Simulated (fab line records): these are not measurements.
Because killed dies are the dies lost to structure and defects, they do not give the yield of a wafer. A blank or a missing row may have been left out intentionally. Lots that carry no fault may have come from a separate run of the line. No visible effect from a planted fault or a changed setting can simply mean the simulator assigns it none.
Split-lot study -- flow n5Finfet -- on a route of 1938 steps: 7 lots, 39 wafers read

ON THE SPLIT
At N5_BEOL_M1_TRENCH_ETCH_37 (etches SiOC in C4F6/O2, target depth 55.207 nm, time 29 s), the setting targetDepthA was moved away from the recipe's 552.07 angstrom on 15 of the 39 wafers read, by -21.9% to +50.3%. All remaining wafers had this setting at the recipe value.

FROM THE SPLIT TO THE READING: what the file shows between them, 2 steps
- N5_BEOL_M1_ETCH_41: etches SiCN in CH3F/O2, target depth 31.9 nm, time 57.8 s
- N5_BEOL_M1_STRIP_97: strips in N2/H2, time 10 s

THE READING
trenchDepthNm, in nm, at N5_BEOL_M1_OCD_MEAS_38. Fault-free wafers of this fab line usually give 54.2 nm, standard deviation 1.3 nm.

wafer,"tool, chamber at the split","targetDepthA as run, angstrom",against the recipe,"trenchDepthNm, nm",against lot-mates on the recipe
L076.1,"rieDiel-02, 0",552.07,recipe,53.1,-
L076.2,"rieDiel-02, 3",678.6,+22.9%,67.4,+14.0
L076.3,"rieDiel-02, 2",678.6,+22.9%,67.3,+13.9
L076.4,"rieDiel-02, 1",678.6,+22.9%,66.4,+13.0
L076.5,"rieDiel-02, 3",552.07,recipe,53.9,-
L076.6,"rieDiel-02, 2",552.07,recipe,53.3,-
L078.1,"rieDiel-02, 1",431,-21.9%,41.6,-11.9
L078.2,"rieDiel-02, 3",552.07,recipe,53.7,-
L078.3,"rieDiel-02, 0",552.07,recipe,53.2,-
L078.4,"rieDiel-02, 1",431,-21.9%,40.9,-12.6
L078.5,"rieDiel-02, 3",552.07,recipe,53.5,-
L078.6,"rieDiel-02, 0",431,-21.9%,41.6,-11.9
L074.1,"rieDiel-04, 1",552.07,recipe,53.1,-
L074.2,"rieDiel-04, 3",829.9,+50.3%,84.6,+30.1
L074.3,"rieDiel-04, 0",829.9,+50.3%,78.6,+24.1
L074.4,"rieDiel-04, 0",829.9,+50.3%,78.3,+23.8
L074.5,"rieDiel-04, 3",552.07,recipe,56.9,-
L074.6,"rieDiel-04, 1",552.07,recipe,53.6,-
L081.1,"rieDiel-06, 2",744,+34.8%,72.4,+17.0
L081.2,"rieDiel-06, 3",744,+34.8%,75.0,+19.6
L081.3,"rieDiel-06, 0",744,+34.8%,75.6,+20.2
L081.4,"rieDiel-06, 1",552.07,recipe,54.8,-
L081.5,"rieDiel-06, 1",552.07,recipe,54.8,-
L081.6,"rieDiel-06, 0",552.07,recipe,56.5,-
L083.1,"rieDiel-06, 0",552.07,recipe,55.9,-
L083.2,"rieDiel-06, 2",665.8,+20.6%,63.8,+9.1
L083.3,"rieDiel-06, 3",665.8,+20.6%,65.7,+11.0
L083.4,"rieDiel-06, 3",665.8,+20.6%,66.0,+11.3
L083.5,"rieDiel-06, 0",552.07,recipe,54.8,-
L083.6,"rieDiel-06, 2",552.07,recipe,53.4,-
L084.1,"rieDiel-02, 2",552.07,recipe,53.9,-
L084.2,"rieDiel-02, 3",552.07,recipe,54.1,-
L084.3,"rieDiel-02, 0",552.07,recipe,54.2,-
L084.4,"rieDiel-02, 3",552.07,recipe,54.2,-
L084.5,"rieDiel-02, 2",552.07,recipe,53.9,-
L084.6,"rieDiel-02, 0",552.07,recipe,54.3,-
L092.1,"rieDiel-02, 2",552.07,recipe,53.2,-
L092.4,"rieDiel-02, 0",552.07,recipe,53.3,-
L092.5,"rieDiel-02, 2",552.07,recipe,53.2,-

FIT RESULTS
A straight line over all 39 wafers: trenchDepthNm changes by +0.549 nm for each +1% of targetDepthA; r = +0.99; the points scatter about the line by 1.4 nm.
The same after taking each lot's own level away (the mean of its wafers on the recipe; 39 wafers): +0.533 nm for each +1%; r = +0.99; scatter 1.3 nm.
The reading moves by 27 nm for the largest change in targetDepthA, on that fit.
Measured against the standard deviation above, the lots' own levels, which go from 53.23 to 55.37 nm, span 1.6 times it.
The two slopes are in agreement: the lot-to-lot level therefore moves the slope only a little.
Check: with one of the wafers moved furthest among these (+50.3%) left out of the fit, the line predicts +26.2 nm for it against its lot-mates. Against them it came out at +30.1 nm.

FURTHER SPLITS ON THESE WAFERS
Other splits were also applied to these wafers ahead of the reading. Each is held against what the fit with the lots' levels taken away leaves over:
other split on the same wafers,wafers away from the commonest value,r with trenchDepthNm (lot level and that fit taken away)
N5_ZERO_LAYER_DEVELOP_10 developTimeS,12,+0.07
N5_SD_EPI_N_EPI_21 timeS,15,+0.07
N5_HKMG_FIN_HK_ALD_01 aldCycles,15,-0.07
N5_MOL_CONTACT_COAG_ETCH_67 targetDepthA,15,-0.19

THE WHOLE CHAIN: every reading that the file lists as answering this split, in the file's order
step,what it does,reading,change (the file's fit),r (the file's)
N5_BEOL_M1_TRENCH_ETCH_37,"etches SiOC in C4F6/O2, target depth 55.207 nm, time 29 s","BEOL_M1.featureDepthNm (the simulator's own value, which no gauge read)",+0.53 nm for each +1% of the setting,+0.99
N5_BEOL_M1_TRENCH_ETCH_37,"etches SiOC in C4F6/O2, target depth 55.207 nm, time 29 s","etch.depthNm (the simulator's own value, which no gauge read)",+0.529 nm for each +1% of the setting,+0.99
N5_BEOL_M1_TRENCH_ETCH_37,"etches SiOC in C4F6/O2, target depth 55.207 nm, time 29 s","TiN_of_BEOL_M1_HM_DEP_02.thkNm (the simulator's own value, which no gauge read)",-0.0221 nm for each +1% of the setting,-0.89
N5_BEOL_M1_OCD_MEAS_38,,trenchDepthNm,+0.533 nm for each +1% of the setting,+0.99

FILE'S OWN FIT
trenchDepthNm changes by +0.533 nm for each +1% of targetDepthA, r = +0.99.
